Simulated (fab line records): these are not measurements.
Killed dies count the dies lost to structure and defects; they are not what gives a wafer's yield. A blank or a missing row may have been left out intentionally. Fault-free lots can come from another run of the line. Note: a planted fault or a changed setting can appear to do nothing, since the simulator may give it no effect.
Comparing a struck lot with a sound one :: flow nandHarc :: 16 out of 1302 route steps
Sound: the wafers L825.1, L825.5, L825.6. Wafers L837.1, L837.2, L837.5 were the ones struck. Last of all comes the cause.
For every step that has rows: the tool of each side, followed by ch and its chambers, followed by its first start. Under that, the readings that differ: sound wafers :: struck wafers :: difference of the means :: sigmas: that difference in standard deviations of wafers without a fault.
alike: readings with means less than 2 such deviations apart, plus words and numbers identical on both sides. not compared: withheld readings, readings lacking a value on some wafer, bounds such as >300 that could conceal the same value, and numbers that have no deviation in the record and whose values overlap.
A row with sigmas, a row that says differs or no value, or rows on one side alone: a step with any of these is where the two part. Numbers that don't overlap but have no deviation are shown without sigmas and don't part them. A reading that every wafer of one side lacks parts them only if that side has two wafers or more.

NHARC_A_DECK1_JOINT_INSPECT_05:
  sound on defectInspect-02 at day 16 20:31; struck on defectInspect-01 at day 21 22:25
reading: rawDefectCount
sound: 352 233 249
struck: 362 1027 627
difference: +394
sigmas: +3
next comes 1 step that has no rows for these wafers: NHARC_A_ONON_D2_DEP_00 (target thickness 1000 nm).
NHARC_A_ONON_D2_THK_MEAS_02: measures by ellipsometry.
  sound on filmMetro-01 at day 16 21:05; struck on filmMetro-01 at day 21 22:59
  alike: thkNm
next comes 1 step that has no rows for these wafers: NHARC_A_ONON_D2_DEP_03 (target thickness 1000 nm).
NHARC_A_ONON_D2_THK_MEAS_05: measures by ellipsometry.
  sound on filmMetro-01 at day 16 21:40; struck on filmMetro-01 at day 21 23:33
  alike: thkNm
next comes 1 step that has no rows for these wafers: NHARC_A_ONON_D2_DEP_06 (target thickness 1000 nm).
NHARC_A_ONON_D2_THK_MEAS_08: measures by ellipsometry.
  sound on filmMetro-01 at day 16 22:14; struck on filmMetro-02 at day 22 00:07
  alike: thkNm
next comes 1 step that has no rows for these wafers: NHARC_A_ONON_D2_DEP_09 (target thickness 1000 nm).
NHARC_A_ONON_D2_THK_MEAS_11: measures by ellipsometry.
  sound on filmMetro-01 at day 16 22:48; struck on filmMetro-02 at day 22 00:41
reading: thkNm (nm)
sound: 975 974 975
struck: 1000 999 1000
difference: +25
sigmas: +3
next comes 1 step that has no rows for these wafers: NHARC_A_ONON_D2_DEP_12 (target thickness 1000 nm).
NHARC_A_ONON_D2_THK_MEAS_14: measures by ellipsometry.
  sound on filmMetro-01 at day 16 23:23; struck on filmMetro-01 at day 22 01:15
reading: thkNm (nm)
sound: 1023 1019 1019
struck: 995 995 994
difference: -26
sigmas: -2
then, 1 step without rows for these wafers: NHARC_A_ONON_D2_ANNEAL_15 (time 3600 s).
NHARC_A_ONON_D2_DEP_16: target thk 1000 nm.
  sound on pecvdOnon-02 ch 0, day 17 06:12; struck on pecvdOnon-04 ch 0, day 22 09:49
  alike: sih4FlowSccm
NHARC_A_ONON_D2_THK_MEAS_18: measures by ellipsometry.
  sound on filmMetro-01 at day 17 06:43; struck on filmMetro-01 at day 22 10:20
reading: thkNm (nm)
sound: 1001 1002 1002
struck: 1511 1510 1511
difference: +509
sigmas: +46
next comes 1 step that has no rows for these wafers: NHARC_A_ONON_D2_DEP_19 (target thickness 1000 nm).
-- the record jumps here: 11 days lie between the struck wafers' starts before and after (it left off in module A_ONON_D2 and takes up again in module END, whose first step shown is number 1302 of the route) --
NHARC_END_SORT_01:
  here the record holds rows for the struck wafers (prober-01 ch 0, day 33 18:53) but none for the sound ones

WHERE THEY PART
Earliest at NHARC_A_DECK1_JOINT_INSPECT_05; latest, in this record, at NHARC_END_SORT_01.

WHY: the cause the simulator had injected
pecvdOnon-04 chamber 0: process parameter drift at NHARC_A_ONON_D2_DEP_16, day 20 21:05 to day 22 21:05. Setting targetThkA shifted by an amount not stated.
